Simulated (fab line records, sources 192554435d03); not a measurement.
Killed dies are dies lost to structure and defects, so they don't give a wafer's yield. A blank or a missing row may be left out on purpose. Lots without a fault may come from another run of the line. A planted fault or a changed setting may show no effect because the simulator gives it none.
Split-lot experiment | flow n5_finfet | 7 lots, 21 wafers read, on a route of 1938 steps

THE SPLIT
At N5_BEOL_M5_VIA_ETCH_34 (etches SiCOH lowk in C4F6/O2, target depth 88.3 nm, time 39.2 s), the setting bias_w was moved away from the recipe's 185 W on 11 of the 21 wafers read, by -14.7% to +8.8%. The other wafers ran this setting at the recipe's value.

The reading is taken at the split's own step.

THE READING
rf_vpp_V, in V, at N5_BEOL_M5_VIA_ETCH_34 (etches SiCOH lowk in C4F6/O2, target depth 88.3 nm, time 39.2 s). Fault-free wafers of this fab line usually give 665 V, standard deviation 7 V.

wafer  | tool, chamber at the split | bias_w as run, W | against the recipe | rf_vpp_V, V | against lot-mates on the recipe
L079.1 | rie_diel-06, 2             | 165.2            | -10.7%             | 605         | -52
L079.2 | rie_diel-06, 3             | 165.2            | -10.7%             | 603         | -54
L079.3 | rie_diel-06, 0             | 185              | recipe             | 657         | -
L080.3 | rie_diel-06, 3             | 195.9            | +5.9%              | 694         | +36
L080.4 | rie_diel-06, 0             | 185              | recipe             | 657         | -
L080.6 | rie_diel-06, 3             | 185              | recipe             | 660         | -
L082.2 | rie_diel-03, 3             | 185              | recipe             | 656         | -
L082.3 | rie_diel-03, 1             | 157.8            | -14.7%             | 589         | -67
L082.4 | rie_diel-03, 2             | 157.8            | -14.7%             | 590         | -66
L081.1 | rie_diel-05, 1             | 185              | recipe             | 671         | -
L081.4 | rie_diel-05, 0             | 200.2            | +8.2%              | 701         | +30
L081.6 | rie_diel-05, 1             | 200.2            | +8.2%              | 714         | +43
L088.3 | rie_diel-05, 2             | 185              | recipe             | 662         | -
L088.4 | rie_diel-05, 2             | 199.2            | +7.7%              | 703         | +41
L088.6 | rie_diel-05, 3             | 199.2            | +7.7%              | 721         | +59
L097.4 | rie_diel-05, 1             | 185              | recipe             | 672         | -
L097.5 | rie_diel-05, 2             | 201.2            | +8.8%              | 708         | +36
L097.6 | rie_diel-05, 3             | 201.2            | +8.8%              | 727         | +55
L096.1 | rie_diel-06, 2             | 185              | recipe             | 664         | -
L096.5 | rie_diel-06, 3             | 185              | recipe             | 661         | -
L096.6 | rie_diel-06, 2             | 185              | recipe             | 664         | -

THE FIT
A straight line over all 21 wafers: rf_vpp_V changes by +5.48 V for each +1% of bias_w; r = +0.99; the points scatter about the line by 7.1 V.
The same after taking each lot's own level away (the mean of its wafers on the recipe; 21 wafers): +4.95 V for each +1%; r = +0.99; scatter 6.6 V.
On that fit, the largest move of bias_w shifts the reading by 73 V.
The lots' own levels span 656.0 to 672.0 V, that is 2.3 times the standard deviation above.
So the lot-to-lot level changes the slope: the two fits differ.
Check: with one of the wafers moved furthest among these (-14.7%) left out of the fit, the line predicts -72.2 V for it against its lot-mates. It came out at -67 V against them.
Tool readings at the split's step, against how far the setting was moved: rf_vpp_V r = +0.99.

OTHER SPLITS ON THESE WAFERS
These wafers also went through other splits before the reading. Each is held against what the fit with the lots' levels taken away leaves over:
other split on the same wafers | wafers away from the commonest value | r with rf_vpp_V (lot level and that fit taken away)
N5_BEOL_M3_ETCH_64 time_s      | 10                                   | +0.11
N5_BEOL_M3_ETCH_70 source_w    | 6                                    | +0.00
N5_BEOL_M3_VIA_ETCH_34 bias_w  | 4                                    | -0.28
N5_BEOL_M4_COAT_68 spin_rpm    | 8                                    | +0.12
N5_BEOL_M4_DESCUM_33 time_s    | 9                                    | -0.34
N5_BEOL_M5_ILD_DEP_00 time_s   | 7                                    | -0.06
N5_BEOL_M5_COAT_05 spin_rpm    | 7                                    | -0.30

THE FILE'S OWN FIT
rf_vpp_V changes by +5 V for each +1% of bias_w, r = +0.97.
